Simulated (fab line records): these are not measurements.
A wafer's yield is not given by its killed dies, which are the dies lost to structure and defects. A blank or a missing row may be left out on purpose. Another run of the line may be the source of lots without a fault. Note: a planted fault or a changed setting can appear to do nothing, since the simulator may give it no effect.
A single fault, viewed from 3 desks + flow nandHarc + numbers are kept per desk, each desk with only its own; the story behind them comes last

## THE METROLOGY DESK
Means of the sampled wafers that have a number, per lot and without regard to the tool the lot ran on: this is what the gauges read. If a lot's mean is further than 4 standard deviations from the usual mean, the lot is out of limits and carries the mark OUT (the distance appears in the brackets).
Columns: A = cdNm at NHARC_A_CONTACT_CD_MEAS_42, usual 200.0 nm; B = overlayXNm at NHARC_A_CONTACT_OVL_MEAS_43, usual 0.1 nm; C = overlayYNm at NHARC_A_CONTACT_OVL_MEAS_43, usual 0.0 nm
| lot  | first seen here | A     | B    | C    |
|------|-----------------|-------|------|------|
| L282 | day 16 10:44    | 199.5 | 0.7  | 0.2  |
| L290 | day 18 06:10    | 201.0 | -0.1 | -1.2 |
| L289 | day 18 14:23    | 200.6 | -0.5 | -0.1 |
| L301 | day 20 20:25    | 200.1 | -0.2 | 0.8  |
| L302 | day 21 19:16    | 199.7 | -0.3 | 0.0  |
| L304 | day 21 19:33    | 200.6 | 0.4  | -1.5 |
Finding of this desk: none of the 6 lots has anything out of limits.

## AT THE TOOL OWNER'S DESK: rieDiel-12
The tool's own readings at NHARC_A_CONTACT_ETCH_49 (etches the open film in N2/H2, target depth 260 nm, time 475.3 s): means of the sampled wafers that have a number, for each lot that ran on this tool. If a lot's mean is further than 4 standard deviations from the usual mean, the lot is out of limits and carries the mark OUT (the distance appears in the brackets).
Columns: A = biasW at NHARC_A_CONTACT_ETCH_49, usual 150.0 W; B = drypumpMotorCurrentA at NHARC_A_CONTACT_ETCH_49, usual 5.7 A; C = oesProductAu at NHARC_A_CONTACT_ETCH_49, usual 1.002 a.u.; D = rfVppV at NHARC_A_CONTACT_ETCH_49, usual 431.0 V; E = runLengthS at NHARC_A_CONTACT_ETCH_49, usual 496.6 s; F = showerheadPlenumPTorr at NHARC_A_CONTACT_ETCH_49, usual 2.06 Torr; G = throttleValvePct at NHARC_A_CONTACT_ETCH_49, usual 14.171 %
| lot  | first seen here | A     | B   | C     | D     | E                       | F    | G      |
|------|-----------------|-------|-----|-------|-------|-------------------------|------|--------|
| L282 | day 16 11:09    | 150.2 | 5.8 | 1.014 | 429.7 | 496.7                   | 2.01 | 14.171 |
| L290 | day 18 06:32    | 149.7 | 5.5 | 1.006 | 429.0 | 496.8                   | 2.00 | 14.172 |
| L301 | day 20 20:51    | 149.9 | 5.8 | 0.980 | 429.9 | 434.6 (-99 or more) OUT | 2.02 | 14.172 |
| L302 | day 21 19:44    | -     | 5.6 | 0.999 | 427.9 | 373.8 (-99 or more) OUT | 1.94 | 14.168 |
This desk finds L301, L302 out of limits, L301 being first, at day 20 20:51 (runLengthS at NHARC_A_CONTACT_ETCH_49). In limits: L282, L290.

## THE DEFECT DESK
What the inspections along the route counted, lot by lot: means of the sampled wafers that have a number. If a lot's mean is further than 4 standard deviations from the usual mean, the lot is out of limits and carries the mark OUT (the distance appears in the brackets).
Columns: A = rawDefectCount at NHARC_A_CONTACT_INSPECT_44, usual 24
| lot  | first seen here | A  |
|------|-----------------|----|
| L282 | day 16 10:51    | 20 |
| L290 | day 18 06:17    | 7  |
| L289 | day 18 14:31    | 10 |
| L301 | day 20 20:33    | 54 |
| L302 | day 21 19:23    | 12 |
| L304 | day 21 19:40    | 42 |
Finding of this desk: none of the 6 lots has anything out of limits.

## PUT TOGETHER
An alarm could have come from the tool owner's desk at day 20 20:51, on L301, L302.
From the metrology desk's view, nothing was out of limits.
Nothing the defect desk looked at was out of limits.
The metrology desk holds a record of L301, L302, inside its limits.
The defect desk has L301, L302 on record, within its limits.
All the named lots went through NHARC_A_CONTACT_ETCH_49 on rieDiel-12.

## WHAT HAD BEEN PUT IN BY THE SIMULATOR
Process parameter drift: rieDiel-12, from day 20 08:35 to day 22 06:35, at NHARC_A_CONTACT_ETCH_49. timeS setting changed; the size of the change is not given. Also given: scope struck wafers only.
Lots struck among those shown: L301, L302.
Delay in hours, fault start to first out-of-limits reading, by desk: the tool owner's desk at 12.
